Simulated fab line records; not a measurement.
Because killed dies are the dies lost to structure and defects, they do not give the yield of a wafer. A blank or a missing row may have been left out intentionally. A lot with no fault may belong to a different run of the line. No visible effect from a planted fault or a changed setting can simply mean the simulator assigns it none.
What tool caused it? / flow nandHarc / 33 wafers from 11 lots sampled at 5 of the route's 1159 steps

WHAT THE GAUGES SHOWED, per wafer
NHARC_A_BONDPAD_THK_MEAS_30: measures by ellipsometry.
lot=L227; measured=day 17 20:58; on=filmMetro-01; thkNm (nm)=198.6 197.5 201.7
lot=L226; measured=day 18 00:50; on=filmMetro-02; thkNm (nm)=202.4 200.6 199.5
lot=L228; measured=day 18 05:35; on=filmMetro-02; thkNm (nm)=200.6 199.0 200.2
lot=L230; measured=day 19 07:27; on=filmMetro-01; thkNm (nm)=199.7 200.2 198.7
lot=L240; measured=day 22 10:14; on=filmMetro-01; thkNm (nm)=247.6 245.8 251.2
lot=L237; measured=day 22 10:34; on=filmMetro-02; thkNm (nm)=249.9 251.9 256.1
lot=L243; measured=day 22 21:30; on=filmMetro-01; thkNm (nm)=199.2 201.1 198.8
lot=L242; measured=day 22 22:25; on=filmMetro-02; thkNm (nm)=202.2 202.0 202.1
lot=L241; measured=day 22 23:18; on=filmMetro-02; thkNm (nm)=254.8 254.5 251.5
lot=L246; measured=day 23 06:11; on=filmMetro-02; thkNm (nm)=201.1 198.8 199.6
lot=L248; measured=day 23 16:25; on=filmMetro-02; thkNm (nm)=200.8 197.1 199.8

WHAT TOOL EACH LOT RAN ON (gives the tool, then ch and the chambers of the sampled wafers, and finally the start)
lot=L227; NHARC_A_M1_DESCUM_14=rieDiel-09 ch 0,1,3, day 17 17:01; NHARC_A_M1_ANNEAL_31=rtpAnneal-01 ch 0, day 17 18:47; NHARC_A_M1_CMP_23=cmp-02 ch 0,1,3, day 17 19:08; NHARC_A_BONDPAD_CMP_29=cmp-04 ch 0,2,3, day 17 20:43
lot=L226; NHARC_A_M1_DESCUM_14=rieDiel-12 ch 0,1,3, day 17 20:56; NHARC_A_M1_ANNEAL_31=rtpAnneal-02 ch 0, day 17 22:40; NHARC_A_M1_CMP_23=cmp-01 ch 0,1, day 17 23:00; NHARC_A_BONDPAD_CMP_29=cmp-01 ch 0,1,3, day 18 00:38
lot=L228; NHARC_A_M1_DESCUM_14=rieDiel-12 ch 0,1, day 18 01:37; NHARC_A_M1_ANNEAL_31=rtpAnneal-01 ch 0, day 18 03:24; NHARC_A_M1_CMP_23=cmp-02 ch 0,1,2, day 18 03:45; NHARC_A_BONDPAD_CMP_29=cmp-01 ch 1,2, day 18 05:20
lot=L230; NHARC_A_M1_DESCUM_14=rieDiel-12 ch 0,2,3, day 19 03:26; NHARC_A_M1_ANNEAL_31=rtpAnneal-01 ch 0, day 19 05:23; NHARC_A_M1_CMP_23=cmp-01 ch 0,2, day 19 05:39; NHARC_A_BONDPAD_CMP_29=cmp-01 ch 0,2, day 19 07:13
lot=L240; NHARC_A_M1_DESCUM_14=rieDiel-09 ch 2,3, day 22 05:50; NHARC_A_M1_ANNEAL_31=rtpAnneal-02 ch 0, day 22 08:03; NHARC_A_M1_CMP_23=cmp-01 ch 1,2,3, day 22 08:24; NHARC_A_BONDPAD_CMP_29=cmp-01 ch 1,2,3, day 22 10:00
lot=L237; NHARC_A_M1_DESCUM_14=rieDiel-09 ch 0,2,3, day 22 06:18; NHARC_A_M1_ANNEAL_31=rtpAnneal-01 ch 0, day 22 08:14; NHARC_A_M1_CMP_23=cmp-02 ch 0,3, day 22 08:33; NHARC_A_BONDPAD_CMP_29=cmp-04 ch 1,2, day 22 10:20
lot=L243; NHARC_A_M1_DESCUM_14=rieDiel-08 ch 0,1,2, day 22 17:19; NHARC_A_M1_ANNEAL_31=rtpAnneal-01 ch 0, day 22 19:26; NHARC_A_M1_CMP_23=cmp-03 ch 1,2,3, day 22 19:44; NHARC_A_BONDPAD_CMP_29=cmp-04 ch 2,3, day 22 21:15
lot=L242; NHARC_A_M1_DESCUM_14=rieDiel-09 ch 0,3, day 22 18:09; NHARC_A_M1_ANNEAL_31=rtpAnneal-02 ch 0, day 22 19:56; NHARC_A_M1_CMP_23=cmp-03 ch 0,2,3, day 22 20:17; NHARC_A_BONDPAD_CMP_29=cmp-01 ch 1,3, day 22 22:10
lot=L241; NHARC_A_M1_DESCUM_14=rieDiel-12 ch 2,3, day 22 18:53; NHARC_A_M1_ANNEAL_31=rtpAnneal-02 ch 0, day 22 20:46; NHARC_A_M1_CMP_23=cmp-01 ch 0,2,3, day 22 21:04; NHARC_A_BONDPAD_CMP_29=cmp-01 ch 0,1, day 22 23:03
lot=L246; NHARC_A_M1_DESCUM_14=rieDiel-12 ch 0,1,2, day 23 02:08; NHARC_A_M1_ANNEAL_31=rtpAnneal-01 ch 0, day 23 04:01; NHARC_A_M1_CMP_23=cmp-02 ch 0,1, day 23 04:23; NHARC_A_BONDPAD_CMP_29=cmp-04 ch 0,1,3, day 23 05:59
lot=L248; NHARC_A_M1_DESCUM_14=rieDiel-08 ch 1,2,3, day 23 12:25; NHARC_A_M1_ANNEAL_31=rtpAnneal-01 ch 0, day 23 14:13; NHARC_A_M1_CMP_23=cmp-03 ch 0,2,3, day 23 14:34; NHARC_A_BONDPAD_CMP_29=cmp-04 ch 1,2,3, day 23 16:10
- NHARC_A_M1_DESCUM_14: chemistry O2, time 3 s.
- NHARC_A_M1_ANNEAL_31: time 90 s.
- NHARC_A_M1_CMP_23: polishes, t overpolish 20 s, target thk 154.34 nm.
- NHARC_A_BONDPAD_CMP_29: polishes SiCN, target thk 200 nm.

THE ANSWER, worked out from the rows above alone
Rule: the usual values come from the lots themselves. The widest of any qualifying gaps counts: lots, ordered by their means at a reading, are off when they make up no more than a third of the lots, leave a main group of 4 or more, and stand apart from it by 3 or more times the standard deviation of that group's means. The tables above print the reading to a certain number of digits; a main group whose means all agree to those digits is not used. Also off: a lot with no number at a reading for which 4 or more lots have one. All remaining lots with rows at the step are treated as sound.
Off: L240, L237, L241 (NHARC_A_BONDPAD_THK_MEAS_30, thkNm). The main group has a mean of 200.1 nm with a standard deviation of 0.9.
A tool fits if, at a process step before that reading, it ran every lot that is off, and no sound lot after the first of them. Those tools and the gauges at NHARC_A_BONDPAD_THK_MEAS_30 are tried in the same way. No candidate that was tried fits.

WHAT THE SIMULATOR PUT IN
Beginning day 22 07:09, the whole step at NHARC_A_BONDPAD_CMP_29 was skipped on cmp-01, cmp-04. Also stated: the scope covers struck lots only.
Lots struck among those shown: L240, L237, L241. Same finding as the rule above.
